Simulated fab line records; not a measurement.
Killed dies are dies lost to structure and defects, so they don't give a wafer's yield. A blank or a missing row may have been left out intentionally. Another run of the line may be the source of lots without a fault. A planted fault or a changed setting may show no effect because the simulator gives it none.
Chamber matching	flow nand_harc	NHARC_P_ZERO_WELL_DESCUM_54 on rie_diel-01 has 4 sister chambers
The step chemistry O2, time 3 s. 8 wafers are shown with their chamber, then 7 later ones without.

WAFERS WITH THEIR CHAMBER
wafer	chamber	showerhead_plenum_p_Torr (Torr)	oes_product_au (a.u.)
L082.2	0	1.77	0.983
L083.3	1	1.96	1.002
L083.6	3	2.07	1.002
L088.1	1	1.96	1.004
L088.3	3	2.06	0.995
L088.6	2	1.92	0.997
L091.3	2	1.91	0.995
L091.4	0	1.76	0.997

WAFERS WITHOUT THEIR CHAMBER
wafer	showerhead_plenum_p_Torr (Torr)	oes_product_au (a.u.)
L091.5	1.76	0.996
L095.2	2.05	1.004
L095.4	1.91	0.992
L095.5	1.95	0.985
L097.2	1.95	0.983
L097.3	1.91	0.979
L097.6	2.05	0.992

THE CHAMBER EACH PASSED THROUGH
wafer	from the rows above	in truth
L091.5	0	0
L095.2	3	3
L095.4	2	2
L095.5	1	1
L097.2	1	1
L097.3	2	2
L097.6	3	3
Correctly placed: 7 of 7. Can't be placed from these rows: 0. 0 placed wrongly.
How it was worked out, from the rows above alone: a wafer's distance from a chamber is the root of the sum, over the readings, of the square of ((its reading less the chamber's mean) divided by the reading's scatter). The wafer belongs to the nearest chamber; if the next one is less than 2 further off, it can't be placed. For every chamber, the mean is computed from those of its wafers that are shown. The scatter: the root of (the sum of the squares of (reading less its chamber's mean) over the shown wafers, divided by (wafers less chambers)).
